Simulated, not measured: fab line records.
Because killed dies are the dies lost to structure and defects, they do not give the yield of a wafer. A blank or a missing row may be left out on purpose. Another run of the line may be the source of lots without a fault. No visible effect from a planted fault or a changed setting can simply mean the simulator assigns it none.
Matching of chambers :: flow n5-finfet :: rie-diel-06 running N5_BEOL_M9_STRIP_36: 4 sister chambers
The step strips in N2/H2. 4 wafers are shown with their chamber, then 10 later ones without.

== EACH WAFER AND ITS CHAMBER ==
wafer: L092.1
chamber: 0
showerhead-plenum-p-Torr (Torr): 2.63

wafer: L092.3
chamber: 3
showerhead-plenum-p-Torr (Torr): 2.61

wafer: L092.4
chamber: 1
showerhead-plenum-p-Torr (Torr): 2.34

wafer: L092.5
chamber: 2
showerhead-plenum-p-Torr (Torr): 2.55

== WAFERS WHOSE CHAMBER IS MISSING ==
wafer: L092.6
showerhead-plenum-p-Torr (Torr): 2.61

wafer: L093.1
showerhead-plenum-p-Torr (Torr): 2.61

wafer: L093.4
showerhead-plenum-p-Torr (Torr): 2.54

wafer: L093.5
showerhead-plenum-p-Torr (Torr): 2.61

wafer: L095.2
showerhead-plenum-p-Torr (Torr): 2.61

wafer: L095.3
showerhead-plenum-p-Torr (Torr): 2.34

wafer: L095.5
showerhead-plenum-p-Torr (Torr): 2.54

wafer: L097.1
showerhead-plenum-p-Torr (Torr): 2.33

wafer: L097.2
showerhead-plenum-p-Torr (Torr): 2.62

wafer: L097.3
showerhead-plenum-p-Torr (Torr): 2.60

== THE CHAMBER EACH PASSED THROUGH ==
wafer: L092.6
from the rows above: 3
in truth: 3

wafer: L093.1
from the rows above: 3
in truth: 3

wafer: L093.4
from the rows above: 2
in truth: 2

wafer: L093.5
from the rows above: 3
in truth: 3

wafer: L095.2
from the rows above: 3
in truth: 3

wafer: L095.3
from the rows above: 1
in truth: 1

wafer: L095.5
from the rows above: 2
in truth: 2

wafer: L097.1
from the rows above: 1
in truth: 1

wafer: L097.2
from the rows above: can't be placed: 0 or 3
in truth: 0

wafer: L097.3
from the rows above: 3
in truth: 3
Placed correctly: 9 of 10. Can't be placed from these rows: 1 (the true chamber is among the candidates in 1). 0 placed wrongly.
How it was worked out, from the rows above alone: a wafer's distance from a chamber is the root of the sum, over the readings, of the square of ((its reading less the chamber's mean) divided by the reading's scatter). The wafer belongs to the nearest chamber; if the next one is less than 2 further off, it can't be placed. The mean given for a chamber averages the wafers shown for that chamber. The scatter: root of mean squared gap, hidden wafer to nearest shown wafer, with one shown wafer a chamber.
